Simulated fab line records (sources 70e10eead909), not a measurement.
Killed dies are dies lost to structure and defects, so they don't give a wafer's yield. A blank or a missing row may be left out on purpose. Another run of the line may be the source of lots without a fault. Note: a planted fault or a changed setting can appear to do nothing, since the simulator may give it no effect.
Check of tool commonality    flow nand harc    Sample size 11 lots and 33 wafers

## WHY IT WAS OPENED
On 2 of the 11 lots, a flag is raised at NHARC_P_M0_CD_MEAS_09 on the reading cd nm. No-fault wafers: 90.1 nm, standard deviation 0.77.
Rule: flag the lot when none of its wafers has a number, or when each of its wafers that has one lies beyond 4 standard deviations from that mean. The rest of the lots are taken to be sound.

lot   measured      on         cd nm (nm), wafer by wafer  flag
L744  day 6 12:47   cd sem-03  90.4 90.3 91.2              
L746  day 7 11:55   cd sem-02  90.3 90.4 90.5              
L747  day 7 19:38   cd sem-01  91.0 90.0 90.9              
L748  day 8 00:48   cd sem-03  91.1 90.9 90.7              
L749  day 8 16:48   cd sem-01  90.2 91.2 90.6              
L753  day 10 07:54  cd sem-02  90.1 89.8 90.6              
L756  day 12 03:47  cd sem-03  113.1 113.7 113.9           FLAGGED
L760  day 13 04:12  cd sem-02  109.7 109.4 108.6           FLAGGED
L762  day 13 18:58  cd sem-01  90.1 89.7 89.4              
L763  day 14 09:29  cd sem-01  89.7 89.5 90.0              
L765  day 15 00:05  cd sem-02  88.5 89.0 90.0              
On average the flagged lots' numbers are 111.4 nm, which is +21.3 nm against the usual, or +28 standard deviations.

## WHICH TOOL RAN EACH LOT
3 process steps preceding the reading are held in the record, out of 1302 steps in the route. Cell contents, in order: the tool; ch with the chambers the sampled wafers went through; the start.
lot   flag     NHARC_P_CONTACT_ETCH_35             NHARC_P_CONTACT_STRIP_28            NHARC_P_M0_EXPOSE_06
L744           rie diel-08 ch 0,1,2, day 6 09:01   rie diel-05 ch 0,1,2, day 6 09:53   arfi scanner-01 ch 0, day 6 12:38
L746           rie diel-05 ch 1,3, day 7 07:53     rie diel-05 ch 0,1,2, day 7 08:59   arfi scanner-01 ch 0, day 7 11:46
L747           rie diel-08 ch 1,3, day 7 15:45     rie diel-05 ch 1,2,3, day 7 16:38   arfi scanner-02 ch 0, day 7 19:30
L748           rie diel-05 ch 1,2,3, day 7 21:01   rie diel-10 ch 0,1,3, day 7 21:52   arfi scanner-02 ch 0, day 8 00:40
L749           rie diel-10 ch 0,3, day 8 12:53     rie diel-10 ch 0,3, day 8 13:47     arfi scanner-01 ch 0, day 8 16:40
L753           rie diel-08 ch 0,1,3, day 10 04:01  rie diel-05 ch 1,2, day 10 04:52    arfi scanner-03 ch 0, day 10 07:46
L756  FLAGGED  rie diel-10 ch 0,1,3, day 11 23:53  rie diel-08 ch 0,3, day 12 00:46    arfi scanner-02 ch 0, day 12 03:39
L760  FLAGGED  rie diel-10 ch 0,1,3, day 13 00:19  rie diel-08 ch 1,2,3, day 13 01:11  arfi scanner-02 ch 0, day 13 04:04
L762           rie diel-10 ch 0,1,2, day 13 15:04  rie diel-05 ch 0,1, day 13 15:55    arfi scanner-01 ch 0, day 13 18:49
L763           rie diel-10 ch 1,2,3, day 14 05:34  rie diel-05 ch 0,2,3, day 14 06:33  arfi scanner-01 ch 0, day 14 09:21
L765           rie diel-10 ch 1,2,3, day 14 19:55  rie diel-08 ch 1,2,3, day 14 20:47  arfi scanner-03 ch 0, day 14 23:57
What these steps do:
- NHARC_P_CONTACT_ETCH_35: etches the open film in CF4, target depth 39 nm, time 65 s.
- NHARC_P_CONTACT_STRIP_28: strips in O2.
- NHARC_P_M0_EXPOSE_06: exposes mask P M0, target cd 90 nm.
- NHARC_P_M0_CD_MEAS_09: target cd 90 nm.

## FLAGGED AGAINST TOTAL, ONE TOOL AT A TIME (gauges that did the reading follow at the end)
step                      tool             lots run  flagged  share of the flagged lots  sound lots run after its first flagged lot
NHARC_P_CONTACT_ETCH_35   rie diel-05      2         0        none                       -
NHARC_P_CONTACT_ETCH_35   rie diel-08      3         0        none                       -
NHARC_P_CONTACT_ETCH_35   rie diel-10      6         2        all                        3 (L762,L763,L765)
NHARC_P_CONTACT_STRIP_28  rie diel-05      6         0        none                       -
NHARC_P_CONTACT_STRIP_28  rie diel-08      3         2        all                        1 (L765)
NHARC_P_CONTACT_STRIP_28  rie diel-10      2         0        none                       -
NHARC_P_M0_EXPOSE_06      arfi scanner-01  5         0        none                       -
NHARC_P_M0_EXPOSE_06      arfi scanner-02  4         2        all                        0
NHARC_P_M0_EXPOSE_06      arfi scanner-03  2         0        none                       -
NHARC_P_M0_CD_MEAS_09     cd sem-01        4         0        none                       -
NHARC_P_M0_CD_MEAS_09     cd sem-02        4         1        some                       1 (L765)
NHARC_P_M0_CD_MEAS_09     cd sem-03        3         1        some                       0

## WHAT THE TABLE ALLOWS
All flagged lots were run by 3 table rows, namely rie diel-10 at NHARC_P_CONTACT_ETCH_35, rie diel-08 at NHARC_P_CONTACT_STRIP_28, arfi scanner-02 at NHARC_P_M0_EXPOSE_06.
- rie diel-10 at NHARC_P_CONTACT_ETCH_35: 2 of its 6 lots flagged. Sound lots ran on it after the first flagged one (L762, L763, L765), which a lasting fault on the whole tool wouldn't allow.
- rie diel-08 at NHARC_P_CONTACT_STRIP_28: 2 of its 3 lots flagged. Sound lots ran on it after the first flagged one (L765), which a lasting fault on the whole tool wouldn't allow.
- arfi scanner-02 at NHARC_P_M0_EXPOSE_06: 2 of its 4 lots flagged. Last sound lot L748 at day 8 00:40, first flagged lot L756 at day 12 03:39; a fault beginning in between fits. Its own readings lie more than 4 standard deviations out on every wafer of the flagged lots: exposure dose mJ cm2.
One tool is left: arfi scanner-02 at NHARC_P_M0_EXPOSE_06.

## WHAT THE SIMULATOR HAD INSERTED
Drift in process parameters on arfi scanner-02 at NHARC_P_M0_EXPOSE_06, starting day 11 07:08. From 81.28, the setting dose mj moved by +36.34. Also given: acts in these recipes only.
Struck lots among those shown: L756, L760. The rule given above showed the same thing.
